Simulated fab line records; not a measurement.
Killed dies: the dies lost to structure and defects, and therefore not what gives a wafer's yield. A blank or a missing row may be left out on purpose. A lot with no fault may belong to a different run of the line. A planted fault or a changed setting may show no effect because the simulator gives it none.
Struck lot and sound lot, side by side ; flow nand-harc ; 15 out of 1302 route steps
Sound: these wafers, L901.3, L901.4, L901.6. Struck: wafer L911.4. (L911.3, L911.5 of the same lot were not struck and are left out.) The cause comes at the end.
For every step that has rows: the tool of each side, followed by ch and its chambers, followed by its first start. Under that, the readings that differ: sound wafers ; struck wafers ; difference of the means ; sigmas: that difference in standard deviations of wafers without a fault.
alike: readings with means less than 2 such deviations apart, plus words and numbers identical on both sides. not compared: withheld readings, readings lacking a value on some wafer, bounds such as >300 that could conceal the same value, and numbers that have no deviation in the record and whose values overlap.
Wherever a step has rows on one side only, a row that says differs or no value, or a row with sigmas, the two part there. When numbers do not overlap yet have no deviation, they are printed without sigmas and do not part them. A reading that every wafer of one side lacks parts them only if that side has two wafers or more.

first, 8 steps without rows for these wafers: NHARC_A_SGD_CUT_COAT_56 (time 75 s); NHARC_A_SGD_CUT_COAT_57 (time 65 s); NHARC_A_SGD_CUT_COAT_03 (resist thk 90 nm); NHARC_A_SGD_CUT_SOFTBAKE_04 (time 55 s); NHARC_A_SGD_CUT_EBR_05; NHARC_A_SGD_CUT_EXPOSE_06 (exposes mask SGD); NHARC_A_SGD_CUT_PEB_07 (peb time 65 s); NHARC_A_SGD_CUT_DEVELOP_08 (develop time 35 s).
NHARC_A_SGD_CUT_CD_MEAS_09 targets a cd of 100 nm.
  sound on cd-sem-01 ch 0, day 20 05:13; struck on cd-sem-01 ch 0, day 24 00:25
  alike: cd-nm
NHARC_A_SGD_CUT_OVL_MEAS_10:
  sound on overlay-02, day 20 05:18; struck on overlay-02, day 24 00:30
  alike: overlay-x-nm, overlay-y-nm
NHARC_A_SGD_CUT_INSPECT_11:
  sound on defect-inspect-02, day 20 05:20; struck on defect-inspect-01, day 24 00:32
  alike: raw-defect-count
NHARC_A_SGD_CUT_DESCUM_14: chemistry O2, time 3 s.
  sound on rie-diel-12 ch 1,2, day 20 05:24; struck on rie-diel-12 ch 3, day 24 00:37
reading;sound;struck;difference;sigmas
chamber-pressure-mTorr (mTorr);60.09 60.05 60.00;59.95;-0.10;-2
  alike: drypump-motor-current-A, oes-product-au, rf-vpp-V, showerhead-plenum-p-Torr, throttle-valve-pct
  not compared: rf-hours-counter-h
NHARC_A_SGD_CUT_ETCH_58: etches the open film in CF4, target depth 39 nm, time 65 s.
  sound on rie-diel-12 ch 1,3, day 20 05:29; struck on rie-diel-12 ch 2, day 24 00:41
reading;sound;struck;difference;sigmas
drypump-motor-current-A (A);5.8 6.0 6.0;4.8;-1.1;-2
run-length-s (s);87.0 85.9 85.8;100.5;+14.3;+31
  alike: chamber-pressure-mTorr, oes-product-au, rf-vpp-V, showerhead-plenum-p-Torr, throttle-valve-pct
  not compared: rf-hours-counter-h
NHARC_A_SGD_CUT_ETCH_59: etches the open film in N2/H2, target depth 260 nm, time 406.25 s.
  sound: rie-diel-12 ch 0,1,2; struck: rie-diel-12 ch 2
  alike: chamber-pressure-mTorr, drypump-motor-current-A, oes-product-au, rf-vpp-V, run-length-s, showerhead-plenum-p-Torr, throttle-valve-pct
  not compared: rf-hours-counter-h
following that, these wafers have no rows for 1 step: NHARC_END_SORT_01.

## WHERE THEY PART
At NHARC_A_SGD_CUT_DESCUM_14 first; at NHARC_A_SGD_CUT_ETCH_58 last (within this record only). Later steps at which nothing parts them and some readings are alike: NHARC_A_SGD_CUT_ETCH_59.

WHY: what had been put in by the simulator
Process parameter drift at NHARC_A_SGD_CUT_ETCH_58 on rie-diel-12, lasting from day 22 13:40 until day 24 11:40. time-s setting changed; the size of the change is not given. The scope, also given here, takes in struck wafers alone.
